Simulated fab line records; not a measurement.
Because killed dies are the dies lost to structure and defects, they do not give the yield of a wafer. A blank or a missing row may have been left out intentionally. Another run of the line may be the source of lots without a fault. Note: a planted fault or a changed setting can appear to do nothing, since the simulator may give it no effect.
fab line records -- flow nand_harc
[record] lots = 15, wafers = 44, last_day = 34
route steps=1302 shown A_CHANNEL_HOLE_D1@466
lots that met no fault: from a run of the same line without faults
start_h: the number of hours between the record's first day and the start of the first shown wafer of the lot -- wait_h: hours elapsed since this lot's preceding step -- " unchanged from the row above -- L1.1+2: a row that stands for several wafers -- - no value present, or no start provided -- * or withheld: withheld -- < > ~ a bound
route shown NAME@n: NAME is a module with steps in the file, n the number in the route of the first one -- usual: mean and standard deviation over wafers with no fault -- same: alike in all rows -- chamber/n: place in a boat -- sites: each site's reading -- _std_site: standard deviation across them -- _edge_site: inner sites' mean taken away from outer sites' mean -- radius_mm: for every site, how far away it sits from the centre of the wafer -- mask NAME#n: copy n -- behind: tool/chamber where the wafer was last shaped -- hold: why the lot went on hold/how many hours it stayed there/how the hold came to an end -- device: names the non-switching transistor (n, p or np) -- end of line: at the end of the route, the tests of the same wafers -- a step without rows: its recipe alone -- killed: the dies lost at the first sort to structure and to defects; this is not the yield of the wafer -- map: the dies of a wafer, with x for killed, . for not killed, _ for no die there
set.NAME: the run value of the setting; set.NAME@STEP: its run value at that earlier step -- model.NAME: the simulator's own value behind a step, which no gauge read
steps of the route over a sample of lots; a table a step, a row a wafer
services: when a tool's chamber went out of use (start_h, in hours from the record's first day, below 0 if earlier), for how many hours, and the reason
[[steps]]
[step NHARC_A_CHANNEL_HOLE_D1_ETCH_38]
[recipe] target_depth_a = 390, over_etch_frac = 0.3, time_s = 65, ion_energy_ev = 80, cf4_flow_sccm = 150, ar_flow_sccm = 0, rf_w = 300, bias_w = 100, chemistry = CF4
[usual] drypump_motor_current_A = 5.7/0.34, mfc_ar_sccm = 0.008/0.01, oes_product_au = 1.004/0.013, rf_vpp_V = 151.3/1.2, run_length_s = 86.4/0.41, showerhead_plenum_p_Torr = 1.77/0.078, throttle_valve_pct = 13.284/0.0085
lot.wafer,tool,chamber,start_h,wait_h,drypump_motor_current_A,mfc_ar_sccm,oes_product_au,rf_hours_counter_h,rf_vpp_V,run_length_s,showerhead_plenum_p_Torr,throttle_valve_pct
L173.1,rie_diel-05,0,181.01,0.1,5.5,0.004,0.975,12,150.9,86.5,1.84,13.282
L173.5,rie_diel-05,1,181.01,0.1,5.5,0.007,1.006,-,149.6,86.0,1.69,13.272
L173.6,rie_diel-05,2,181.01,0.1,6.2,0.033,1.025,-,150.2,86.4,1.70,13.284
L177.3,rie_diel-03,0,222.48,0.1,4.8,0,1.006,38,151.0,86.3,1.76,13.278
L177.4,rie_diel-03,1,222.48,0.1,6.3,0.020,1.006,34,152.6,87.1,1.84,13.300
L177.6,rie_diel-03,2,222.48,0.1,6.2,0,0.997,-,150.0,87.0,1.66,13.277
L179.4,rie_diel-03,0,232.75,0.1,4.8,0,0.992,41,152.3,85.9,1.75,13.286
L179.3,rie_diel-03,1,232.75,0.1,6.3,0.020,0.990,37,152.8,87.1,1.84,13.284
L179.5,rie_diel-03,3,232.75,0.1,5.8,0,1.013,-,152.3,87.1,1.77,13.279
L178.2,rie_diel-07,0,232.86,0.1,5.9,0.003,0.998,39,153.5,87.2,1.90,13.287
L178.4,rie_diel-07,3,232.86,0.1,5.9,0,0.991,39,152.7,86.6,1.88,13.282
L178.6,rie_diel-07,0,232.86,0.1,5.9,0.003,0.998,-,154.6,87.0,1.90,13.282
L180.2,rie_diel-03,2,252.23,0.1,6.2,0,1.007,39,149.1,86.6,1.66,13.314
L180.1,rie_diel-03,3,252.23,0.1,5.8,0,1.027,35,150.0,87.1,1.76,13.281
L180.6,rie_diel-03,2,252.23,0.1,6.2,0,1.000,-,151.4,86.9,1.66,13.301
L181.2,rie_diel-05,1,268.45,0.1,5.6,0.007,1.007,2,150.5,86.2,1.69,13.279
L181.1,rie_diel-05,2,268.45,0.1,6.2,0.033,1.019,1,150.3,86.4,1.70,13.274
L181.6,rie_diel-05,0,268.45,0.1,5.5,0.004,0.995,-,151.6,87.3,1.84,13.295
L182.4,rie_diel-05,2,278.04,0.1,6.2,0.033,1.013,2,151.0,86.6,1.69,13.284
L182.3,rie_diel-05,0,278.04,0.1,5.5,0.004,1.007,3,152.1,86.8,1.84,13.271
L182.5,rie_diel-05,2,278.04,0.1,6.1,0.033,1.007,-,150.4,86.7,1.70,13.280
L183.3,rie_diel-05,3,291.12,0.1,5.5,0,1.023,4,151.1,86.4,1.80,13.285
L183.2,rie_diel-05,0,291.12,0.1,5.5,0.004,0.984,4,153.1,86.5,1.84,13.289
L183.5,rie_diel-05,0,291.12,0.1,5.5,0.004,0.981,-,151.8,86.6,1.84,13.287
L184.2,rie_diel-05,0,297.66,0.1,5.4,0.004,0.987,5,150.9,86.6,1.84,13.281
L184.6,rie_diel-05,2,297.66,0.1,6.2,0.033,1.006,-,149.8,86.6,1.69,13.292
L184.5,rie_diel-05,3,297.66,0.1,5.6,0,1.011,-,151.7,85.9,1.80,13.289
L185.3,rie_diel-05,1,309.18,0.1,5.5,0.007,0.985,5,149.1,86.2,1.69,13.296
L185.4,rie_diel-05,2,309.18,0.1,6.2,0.033,1.020,5,151.6,67.8,1.69,13.290
L185.5,rie_diel-05,0,309.18,0.1,5.5,0.004,0.980,-,152.2,67.9,1.84,13.292
L186.2,rie_diel-05,1,321.87,0.1,5.6,0.007,0.989,7,150.6,86.1,1.69,13.274
L186.1,rie_diel-05,2,321.87,0.1,6.2,0.033,1.008,6,149.0,86.3,1.69,13.278
L186.5,rie_diel-05,1,321.87,0.1,5.6,0.007,0.992,-,150.6,67.8,1.69,13.283
L189.3,rie_diel-07,1,336.25,0.1,5.4,0.011,0.996,9,150.7,86.4,1.66,13.279
L189.1,rie_diel-07,2,336.25,0.1,5.9,0.009,1.016,9,151.5,85.7,1.83,13.269
L189.6,rie_diel-07,3,336.25,0.1,5.8,0,1.029,-,152.9,87.2,1.87,13.283
L190.1,rie_diel-05,0,346.49,0.2,5.5,0.004,0.996,9,152.5,86.6,1.84,13.282
L190.5,rie_diel-05,3,346.49,0.2,5.6,0,1.010,-,152.9,67.2,1.80,13.280
L195.2,rie_diel-05,2,404.41,0.1,6.2,0.033,1.010,13,151.9,86.6,1.69,13.280
L195.4,rie_diel-05,3,404.41,0.1,5.6,0,1.022,13,152.1,85.8,1.80,13.288
L195.6,rie_diel-05,1,404.41,0.1,5.5,0.007,1.005,-,150.5,86.6,1.69,13.287
L196.1,rie_diel-07,0,412.32,0.1,5.9,0.003,1.001,29,152.0,86.9,1.88,13.288
L196.3,rie_diel-07,1,412.32,0.1,5.4,0.011,0.992,33,150.5,86.4,1.66,13.278
L196.5,rie_diel-07,2,412.32,0.1,5.9,0.009,1.012,-,151.7,86.1,1.82,13.283
[step NHARC_A_CHANNEL_HOLE_D1_ETCH_39]
[recipe] target_depth_a = 2600, over_etch_frac = 0.3, time_s = 325, ion_energy_ev = 200, n2_flow_sccm = 150, h2_flow_sccm = 150, ar_flow_sccm = 0, rf_w = 400, bias_w = 150, chemistry = N2/H2
[usual] drypump_motor_current_A = 5.8/0.34, h2_flow_sccm = 149.9/0.44, mfc_ar_sccm = 0.008/0.01, oes_product_au = 1.003/0.013, rf_vpp_V = 430.6/2.9, run_length_s = 346.5/0.44, showerhead_plenum_p_Torr = 2.04/0.1, throttle_valve_pct = 14.171/0.011
lot.wafer,tool,chamber,start_h,wait_h,drypump_motor_current_A,h2_flow_sccm,mfc_ar_sccm,oes_product_au,rf_hours_counter_h,rf_vpp_V,run_length_s,showerhead_plenum_p_Torr,throttle_valve_pct
L173.1,rie_diel-05,3,-,-,5.6,150.5,0,0.996,11,432.5,346.0,2.08,14.159
L173.6,rie_diel-05,0,-,-,5.5,150.8,0.004,0.980,-,432.9,346.6,2.13,14.165
L173.5,rie_diel-05,1,-,-,5.6,149.7,0.007,1.008,-,429.6,346.3,1.94,14.159
L177.4,rie_diel-03,3,-,-,5.8,149.8,0,1.022,29,430.4,346.6,2.04,14.155
L177.3,rie_diel-03,1,-,-,6.3,150.3,0.020,1.011,34,431.4,346.4,2.13,14.188
L177.6,rie_diel-03,3,-,-,5.8,149.7,0,1.015,-,430.5,346.8,2.04,14.186
L179.3,rie_diel-03,2,-,-,6.2,150.4,0,1.007,36,425.5,347.2,1.90,14.170
L179.4,rie_diel-03,0,-,-,4.8,149.9,0,1.003,41,429.2,345.8,2.02,14.187
L179.5,rie_diel-03,1,-,-,6.3,149.7,0.020,1.012,-,432.6,346.6,2.12,14.177
L178.2,rie_diel-07,2,-,-,5.9,149.5,0.009,1.007,34,431.9,345.7,2.12,14.185
L178.4,rie_diel-07,0,-,-,5.9,149.7,0.003,0.986,39,435.1,347.3,2.20,14.187
L178.6,rie_diel-07,3,-,-,5.9,150.3,0,0.987,-,434.5,346.7,2.18,14.149
L180.2,rie_diel-03,2,-,-,6.2,149.3,0,1.014,39,426.0,347.0,1.90,14.165
L180.1,rie_diel-03,0,-,-,4.8,149.4,0,1.007,44,430.3,345.8,2.02,14.169
L180.6,rie_diel-03,2,-,-,6.2,149.9,0,1.001,-,426.8,346.9,1.90,14.182
L181.1,rie_diel-05,1,-,-,5.5,149.5,0.007,0.995,2,429.1,346.0,1.94,14.182
L181.2,rie_diel-05,0,-,-,5.5,150.6,0.004,0.991,2,432.3,346.5,2.13,14.164
L181.6,rie_diel-05,1,-,-,5.5,149.8,0.007,0.995,-,426.9,346.3,1.94,14.162
L182.3,rie_diel-05,2,-,-,6.1,149.4,0.033,1.010,2,428.4,346.5,1.95,14.177
L182.4,rie_diel-05,3,-,-,5.6,150.1,0,1.003,3,432.0,346.2,2.08,14.169
L182.5,rie_diel-05,2,-,-,6.1,149.4,0.033,0.999,-,428.5,346.6,1.95,14.173
L183.2,rie_diel-05,1,-,-,5.6,150.5,0.007,0.996,4,427.1,346.1,1.94,14.195
L183.3,rie_diel-05,2,-,-,6.2,150.0,0.033,1.008,3,426.8,346.4,1.94,14.162
L183.5,rie_diel-05,0,-,-,5.5,150.0,0.004,0.986,-,432.0,347.2,2.13,14.167
L184.2,rie_diel-05,2,-,-,6.2,150.0,0.033,1.007,4,426.4,346.4,1.95,14.180
L184.6,rie_diel-05,0,-,-,5.5,149.8,0.004,0.982,-,434.7,347.0,2.13,14.167
L184.5,rie_diel-05,1,-,-,5.5,149.9,0.007,0.982,-,428.1,346.2,1.94,14.172
L185.3,rie_diel-05,0,-,-,5.5,149.8,0.004,0.999,6,432.5,346.6,2.13,14.179
L185.4,rie_diel-05,3,-,-,5.6,150.1,0,1.021,5,431.4,345.9,2.08,14.172
L185.5,rie_diel-05,0,-,-,5.5,149.7,0.004,0.999,-,432.9,346.8,2.13,14.169
L186.1,rie_diel-05,3,-,-,5.6,150.5,0,1.025,6,432.4,345.7,2.08,14.172
L186.2,rie_diel-05,2,-,-,6.1,150.4,0.033,1.004,6,428.7,346.6,1.94,14.156
L186.5,rie_diel-05,3,-,-,5.6,150.6,0,1.007,-,431.8,346.0,2.08,14.173
L189.1,rie_diel-07,1,-,-,5.5,150.7,0.011,0.991,9,426.7,347.0,1.90,14.176
L189.3,rie_diel-07,2,-,-,5.9,149.6,0.009,1.027,9,431.8,346.1,2.12,14.160
L189.6,rie_diel-07,2,-,-,5.9,150.0,0.009,1.016,-,432.2,345.9,2.12,14.180
L190.1,rie_diel-05,1,-,-,5.6,149.5,0.007,0.985,9,428.9,346.1,1.94,14.175
L190.5,rie_diel-05,3,-,-,5.6,150.4,0,1.000,-,432.4,345.7,2.08,14.172
L195.2,rie_diel-05,2,-,-,6.2,150.4,0.033,1.022,13,427.7,346.2,1.94,14.166
L195.4,rie_diel-05,0,-,-,5.5,149.9,0.004,1.001,13,432.6,346.8,2.12,14.164
L195.6,rie_diel-05,2,-,-,6.2,151.0,0.033,1.019,-,428.6,346.3,1.94,14.164
L196.1,rie_diel-07,0,-,-,5.9,149.4,0.003,1.004,29,433.5,346.8,2.18,14.154
L196.3,rie_diel-07,2,-,-,5.9,149.2,0.009,1.021,33,432.4,345.9,2.11,14.177
L196.5,rie_diel-07,1,-,-,5.4,149.9,0.011,0.998,-,425.8,346.9,1.90,14.192
[step NHARC_A_CHANNEL_HOLE_D1_ETCH_34]
[recipe] target_depth_a = 1540, time_s = 77, cf4_flow_sccm = 100, chf3_flow_sccm = 30, ar_flow_sccm = 0, rf_w = 500, bias_w = 200, chemistry = CF4/CHF3
[usual] drypump_motor_current_A = 5.7/0.34, mfc_ar_sccm = 0.008/0.01, oes_product_au = 0.949/0.026, rf_vpp_V = 370.5/2.5, run_length_s = 98.5/0.43, showerhead_plenum_p_Torr = 1.58/0.072, throttle_valve_pct = 16.802/0.0094
lot.wafer,tool,chamber,start_h,wait_h,drypump_motor_current_A,mfc_ar_sccm,oes_product_au,rf_hours_counter_h,rf_vpp_V,run_length_s,showerhead_plenum_p_Torr,throttle_valve_pct
L173.1,rie_diel-05,0,-,-,5.5,0.004,0.903,13,372.1,98.9,1.64,16.798
L173.5,rie_diel-05,0,-,-,5.5,0.004,0.901,-,372.7,98.6,1.64,16.787
L173.6,rie_diel-05,1,-,-,5.5,0.007,0.973,-,369.0,98.2,1.51,16.815
L177.3,rie_diel-03,0,-,-,4.8,0,0.923,38,370.3,98.6,1.56,16.808
L177.4,rie_diel-03,1,-,-,6.3,0.020,0.919,34,372.2,98.5,1.63,16.796
L177.6,rie_diel-03,0,-,-,4.8,0,0.915,-,369.0,97.9,1.56,16.790
L179.4,rie_diel-03,3,-,-,5.8,0,0.984,32,370.3,99.1,1.57,16.810
L179.3,rie_diel-03,0,-,-,4.8,0,0.959,41,369.7,97.7,1.56,16.800
L179.5,rie_diel-03,1,-,-,6.3,0.020,0.962,-,371.9,98.7,1.63,16.800
L178.4,rie_diel-07,2,-,-,5.9,0.009,0.981,34,371.6,98.4,1.63,16.795
L178.2,rie_diel-07,1,-,-,5.5,0.011,0.967,35,367.8,98.4,1.49,16.804
L178.6,rie_diel-07,3,-,-,5.8,0,0.959,-,372.7,99.1,1.67,16.786
L180.1,rie_diel-03,2,-,-,6.2,0,0.930,39,367.8,99.1,1.47,16.811
L180.2,rie_diel-03,3,-,-,5.8,0,0.984,35,370.3,98.9,1.57,16.787
L180.6,rie_diel-03,3,-,-,5.8,0,0.988,-,370.7,98.7,1.57,16.802
L181.1,rie_diel-05,3,-,-,5.6,0,0.974,1,371.7,97.8,1.60,16.782
L181.2,rie_diel-05,1,-,-,5.6,0.007,0.960,2,369.6,98.3,1.50,16.817
L181.6,rie_diel-05,2,-,-,6.2,0.033,0.975,-,368.3,98.6,1.51,16.795
L182.4,rie_diel-05,3,-,-,5.5,0,0.981,3,370.8,97.8,1.60,16.806
L182.3,rie_diel-05,1,-,-,5.5,0.007,0.959,3,367.1,98.6,1.50,16.797
L182.5,rie_diel-05,3,-,-,5.6,0,0.979,-,371.2,97.8,1.60,16.812
L183.3,rie_diel-05,2,-,-,6.2,0.033,0.948,4,367.9,98.5,1.51,16.804
L183.2,rie_diel-05,0,-,-,5.5,0.004,0.934,4,371.1,98.6,1.64,16.796
L183.5,rie_diel-05,2,-,-,6.2,0.033,0.948,-,368.1,98.3,1.51,16.793
L184.2,rie_diel-05,1,-,-,5.5,0.007,0.918,5,367.2,98.1,1.50,16.806
L184.6,rie_diel-05,1,-,-,5.5,0.007,0.919,-,368.3,98.2,1.50,16.804
L184.5,rie_diel-05,2,-,-,6.1,0.033,0.932,-,368.8,98.2,1.51,16.815
L185.3,rie_diel-05,3,-,-,5.6,0,0.943,5,372.3,97.9,1.60,16.786
L185.4,rie_diel-05,1,-,-,5.5,0.007,0.914,5,368.7,98.5,1.50,16.797
L185.5,rie_diel-05,3,-,-,5.6,0,0.935,-,371.2,97.9,1.60,16.798
L186.1,rie_diel-05,2,-,-,6.2,0.033,0.934,6,366.7,98.4,1.51,16.803
L186.2,rie_diel-05,0,-,-,5.5,0.004,0.921,7,374.0,98.7,1.63,16.814
L186.5,rie_diel-05,1,-,-,5.5,0.007,0.910,-,368.9,98.1,1.50,16.807
L189.1,rie_diel-07,3,-,-,5.8,0,0.966,8,373.2,98.4,1.66,16.781
L189.3,rie_diel-07,1,-,-,5.5,0.011,0.933,9,367.8,98.6,1.48,16.795
L189.6,rie_diel-07,2,-,-,5.9,0.009,0.960,-,373.0,97.9,1.63,16.809
L190.1,rie_diel-05,2,-,-,6.1,0.033,0.928,9,368.5,98.2,1.51,16.804
L190.5,rie_diel-05,2,-,-,6.2,0.033,0.923,-,370.2,98.7,1.51,16.810
L195.2,rie_diel-05,0,-,-,5.5,0.004,0.926,14,372.8,98.5,1.63,16.803
L195.4,rie_diel-05,1,-,-,5.6,0.007,0.911,13,367.7,98.6,1.50,16.789
L195.6,rie_diel-05,3,-,-,5.6,0,0.935,-,370.7,98.3,1.60,16.797
L196.3,rie_diel-07,1,-,-,5.5,0.011,0.978,33,367.6,98.7,1.47,16.807
L196.1,rie_diel-07,0,-,-,6.0,0.003,0.967,29,373.4,98.7,1.68,16.785
L196.5,rie_diel-07,1,-,-,5.5,0.011,0.967,-,365.9,99.0,1.47,16.790
[step NHARC_A_CHANNEL_HOLE_D1_ETCH_26]
[recipe] bias_v = 300, source_w = 2000, pressure_mtorr = 30, time_s = 224.1, ar_flow_sccm = 375, c4f8_flow_sccm = 11.4, o2_flow_sccm = 113.6, temp_c = -20, target_depth_a = 3000, chemistry = C4F8/O2/Ar
[usual] drypump_motor_current_A = 5.7/0.46, mfc_ar_sccm = 374.9/1.1, run_length_s = 209.1/0, showerhead_plenum_p_Torr = 3.66/0.13, throttle_valve_pct = 24.584/0.0091
lot.wafer,tool,chamber,start_h,wait_h,drypump_motor_current_A,mfc_ar_sccm,rf_hours_counter_h,run_length_s,showerhead_plenum_p_Torr,throttle_valve_pct
L173.1,har_etch-02,1,190.06,0.7,5.7,375.5,298,209.1,3.48,24.602
L173.6,har_etch-02,1,190.06,0.7,5.7,376.3,-,209.1,3.48,24.591
L173.5,har_etch-02,0,190.06,0.7,6.6,374.5,-,209.1,3.62,24.584
L177.4,har_etch-01,1,229.41,0.5,5.7,375.0,-,209.1,3.77,24.592
L177.3,har_etch-01,0,229.41,0.5,5.2,376.4,-,209.1,3.74,24.568
L177.6,har_etch-01,1,229.41,0.5,5.7,376.5,-,209.1,3.77,24.569
L179.3,har_etch-02,1,237.66,0.5,5.7,374.2,-,209.1,3.47,24.585
L179.4,har_etch-02,0,237.66,0.5,6.6,374.7,-,209.1,3.60,24.571
L179.5,har_etch-02,0,237.66,0.5,6.6,374.2,-,209.1,3.60,24.584
L178.2,har_etch-01,0,237.85,0.7,5.2,373.7,126,209.1,3.74,24.597
L178.4,har_etch-01,1,237.85,0.7,5.6,374.6,-,209.1,3.76,24.584
L178.6,har_etch-01,0,237.85,0.7,5.2,373.1,-,209.1,3.74,24.571
L180.2,har_etch-01,1,258.12,0.7,5.7,376.2,133,209.1,3.76,24.570
L180.1,har_etch-01,0,258.12,0.7,5.2,374.5,133,209.1,3.73,24.582
L180.6,har_etch-01,1,258.12,0.7,5.7,375.1,-,209.1,3.76,24.590
L181.2,har_etch-01,0,273.32,0.7,5.2,376.0,137,209.1,3.73,24.580
L181.1,har_etch-01,1,273.32,0.7,5.7,374.9,137,209.1,3.75,24.576
L181.6,har_etch-01,1,273.32,0.7,5.6,374.8,-,209.1,3.75,24.587
L182.4,har_etch-02,0,285.26,0.5,6.5,374.7,-,209.1,3.59,24.594
L182.3,har_etch-02,1,285.26,0.5,5.7,378.2,-,209.1,3.45,24.584
L182.5,har_etch-02,1,285.26,0.5,5.7,377.1,-,209.1,3.45,24.567
L183.2,har_etch-02,0,298.39,0.7,6.5,375.5,363,209.1,3.59,24.590
L183.3,har_etch-02,1,298.39,0.7,5.7,375.3,-,209.1,3.45,24.581
L183.5,har_etch-02,1,298.39,0.7,5.7,375.0,-,209.1,3.45,24.588
L184.2,har_etch-01,0,302.57,0.6,5.2,374.3,152,209.1,3.72,24.587
L184.5,har_etch-01,1,302.57,0.6,5.7,375.5,-,209.1,3.75,24.580
L184.6,har_etch-01,0,302.57,0.6,5.2,373.8,-,209.1,3.72,24.580
L185.3,har_etch-02,0,314.12,0.5,6.5,374.8,-,209.1,3.58,24.590
L185.4,har_etch-02,1,314.12,0.5,5.8,375.0,-,209.1,3.44,24.605
L185.5,har_etch-02,1,314.12,0.5,5.7,374.6,-,209.1,3.44,24.587
L186.1,har_etch-01,0,326.73,0.7,5.2,375.4,168,209.1,3.71,24.592
L186.2,har_etch-01,1,326.73,0.7,5.7,374.8,168,209.1,3.74,24.569
L186.5,har_etch-01,0,326.73,0.7,5.2,375.5,-,209.1,3.71,24.584
L189.1,har_etch-01,1,341.18,0.7,5.6,374.4,175,209.1,3.73,24.582
L189.3,har_etch-01,1,341.18,0.7,5.6,375.0,-,209.1,3.73,24.595
L189.6,har_etch-01,1,341.18,0.7,5.6,375.4,-,209.1,3.73,24.578
L190.1,har_etch-01,1,351.40,0.6,5.7,374.7,179,209.1,3.73,24.588
L190.5,har_etch-01,1,351.40,0.6,5.7,375.8,-,209.1,3.73,24.576
L195.2,har_etch-02,1,409.26,0.7,5.7,374.2,11,209.1,3.99,24.592
L195.4,har_etch-02,1,409.26,0.7,5.7,371.8,-,209.1,3.99,24.575
L195.6,har_etch-02,1,409.26,0.7,5.7,372.4,-,209.1,3.99,24.598
L196.1,har_etch-01,0,417.18,0.7,5.2,375.8,225,209.1,3.68,24.579
L196.3,har_etch-01,1,417.18,0.7,5.6,374.0,-,209.1,3.70,24.576
L196.5,har_etch-01,1,417.18,0.7,5.6,373.7,-,209.1,3.70,24.579
[[services]]
tool,chamber,start_h,hours,kind
rie_diel-05,0,159.60,-,clean
rie_diel-05,1,159.60,-,clean
rie_diel-05,2,159.60,-,clean
rie_diel-05,3,159.60,-,clean
rie_diel-05,0,168.87,4.4,repair
rie_diel-05,0,184.10,-,clean
rie_diel-05,1,184.10,-,clean
rie_diel-03,3,194.00,15.7,repair
rie_diel-07,2,219.70,5.1,repair
rie_diel-05,-,229.60,9.0,pm
rie_diel-07,2,238.96,15.5,repair
rie_diel-03,-,245.04,0.1,repair
rie_diel-07,2,265.94,33.9,repair
har_etch-02,-,269.58,2.0,repair
rie_diel-03,0,269.77,7.4,repair
rie_diel-03,-,281.34,9.0,pm
rie_diel-07,-,295.80,9.0,pm
rie_diel-03,0,314.71,3.7,repair
rie_diel-07,-,372.59,1.2,repair
rie_diel-03,2,375.34,13.8,repair
rie_diel-05,-,376.02,0.3,repair
har_etch-02,-,377.00,17.0,pm
rie_diel-07,3,384.62,2.5,repair
rie_diel-05,-,406.67,9.0,pm
[[key]]
[first_sign] step = NHARC_A_CHANNEL_HOLE_D1_ETCH_38, reading = run_length_s, direction = down, sigmas = 46, usual = *, struck = *
effect none on later readings
met_at NHARC_A_CHANNEL_HOLE_D1_ETCH_38
struck_lots L185,L186,L190
struck_wafers L185.4,L185.5,L186.5,L190.5
later_rows_left_out L185.4,L185.5,L186.5,L190.5
sort_left_out L185.4,L185.5,L186.5,L190.5
tester_left_out L185,L186,L190
not_acting_at NHARC_A_CHANNEL_HOLE_D1_ETCH_39,NHARC_A_CHANNEL_HOLE_D1_ETCH_34,NHARC_A_CHANNEL_HOLE_D1_ETCH_26
onset_between 297.66 309.18
[fault] kind = process_parameter_drift, tool = rie_diel-05, chamber = -, onset_h = 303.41, steps = NHARC_A_CHANNEL_HOLE_D1_ETCH_38, channel = time_s, offset = *, shape = step, end_h = 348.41, scope = struck_wafers_only, acts_in = *, stated = *
// tester_left_out: of these lots the tester's yield and bins aren't shown, on N5 and GAA mostly nor the transistor test; their killed dies are dies lost to structure and defects alone, not to doping, threshold or leakage, so they don't give the yield
// sort_left_out: the simulated sort isn't trusted on such a fault, so these wafers' sort isn't shown, and their yield isn't known
// later_rows_left_out: the simulator's readings of these wafers behind a module that went badly wrong aren't trusted and aren't shown, but for the sort
